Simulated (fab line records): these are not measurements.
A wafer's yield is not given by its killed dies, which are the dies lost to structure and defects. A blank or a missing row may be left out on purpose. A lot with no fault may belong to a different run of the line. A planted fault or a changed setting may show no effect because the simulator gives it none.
Matching of chambers | flow n5Finfet | N5_FIN_CUT_ETCH_20 on rieDiel-01 has 4 sister chambers
The step etches SiARC in CF4, target depth 26 nm, time 43.3 s. 30 wafers are shown with their chamber, then 12 later ones without.

== WAFERS, EACH WITH ITS CHAMBER ==
wafer  | chamber | throttleValvePct (%) | showerheadPlenumPTorr (Torr) | etchRfOnTimeS (s)
L075.2 | 1       | 15.99                | 2.21                         | 42.4
L075.5 | 3       | 15.92                | 2.18                         | 43.0
L075.6 | 2       | 15.62                | 2.22                         | 45.0
L076.1 | 2       | 15.62                | 2.22                         | 44.3
L076.4 | 3       | 15.91                | 2.18                         | 43.0
L076.6 | 2       | 15.61                | 2.22                         | 44.6
L077.2 | 0       | 15.89                | 2.15                         | 44.6
L077.3 | 2       | 15.63                | 2.22                         | 44.7
L077.4 | 1       | 15.98                | 2.21                         | 42.7
L078.3 | 3       | 15.93                | 2.18                         | 42.3
L078.4 | 2       | 15.63                | 2.22                         | 44.6
L078.6 | 3       | 15.94                | 2.18                         | 42.5
L081.2 | 3       | 15.94                | 2.18                         | 42.8
L081.4 | 2       | 15.63                | 2.22                         | 45.1
L081.6 | 0       | 15.89                | 2.14                         | 44.1
L082.2 | 2       | 15.63                | 2.22                         | 44.9
L082.3 | 1       | 16.02                | 2.21                         | 42.4
L082.6 | 0       | 15.88                | 2.14                         | 44.3
L083.1 | 0       | 15.91                | 2.14                         | 44.2
L083.3 | 2       | 15.64                | 2.22                         | 44.2
L083.6 | 2       | 15.66                | 2.22                         | 44.6
L084.1 | 0       | 15.90                | 2.14                         | 44.4
L084.2 | 3       | 15.94                | 2.17                         | 43.2
L084.5 | 1       | 16.01                | 2.20                         | 42.4
L087.1 | 0       | 15.91                | 2.14                         | 44.4
L087.2 | 2       | 15.66                | 2.22                         | 44.6
L087.3 | 1       | 16.02                | 2.20                         | 42.5
L088.1 | 3       | 15.96                | 2.17                         | 42.9
L088.2 | 0       | 15.90                | 2.14                         | 44.4
L088.3 | 1       | 16.03                | 2.20                         | 42.7

SIGNATURES (averages over the wafers above)
reading               | chamber 0 | chamber 1 | chamber 2 | chamber 3 | scatter within a chamber
throttleValvePct      | 15.8971   | 16.0083   | 15.6330   | 15.9343   | 0.0159
showerheadPlenumPTorr | 2.1414    | 2.2050    | 2.2200    | 2.1771    | 0.00382
etchRfOnTimeS         | 44.343    | 42.517    | 44.660    | 42.814    | 0.246
Rule: for a wafer and a chamber, the distance is found by dividing, reading by reading, the gap between the wafer's reading and the chamber's mean by the reading's scatter, squaring, summing and taking the root. The wafer belongs to the nearest chamber; if the next one is less than 2 further off, it can't be placed. The scatter: take each reading less its chamber's mean, square it, sum over the shown wafers, divide by the number of wafers less the number of chambers, and take the root.

== WAFERS WITH NO CHAMBER GIVEN ==
wafer  | throttleValvePct (%) | showerheadPlenumPTorr (Torr) | etchRfOnTimeS (s)
L090.2 | 16.04                | 2.20                         | 42.3
L090.3 | 15.99                | 2.17                         | 42.7
L090.5 | 16.04                | 2.20                         | 42.6
L091.3 | 15.91                | 2.14                         | 44.3
L091.4 | 15.97                | 2.17                         | 42.5
L091.6 | 16.04                | 2.20                         | 42.0
L095.3 | 16.06                | 2.20                         | 42.3
L095.5 | 15.67                | 2.21                         | 44.9
L095.6 | 16.07                | 2.20                         | 42.1
L097.2 | 16.02                | 2.16                         | 42.5
L097.4 | 16.07                | 2.20                         | 41.4
L097.5 | 15.94                | 2.14                         | 43.8

== WHICH CHAMBER EACH WENT THROUGH ==
wafer  | from the rows above | in truth
L090.2 | 1                   | 1
L090.3 | 3                   | 3
L090.5 | 1                   | 1
L091.3 | 0                   | 0
L091.4 | 3                   | 3
L091.6 | 1                   | 1
L095.3 | 1                   | 1
L095.5 | 2                   | 2
L095.6 | 1                   | 1
L097.2 | 3                   | 3
L097.4 | 1                   | 1
L097.5 | 0                   | 0
Correctly placed: 12 of 12. Not placeable from these rows: 0. Number placed wrongly: 0.
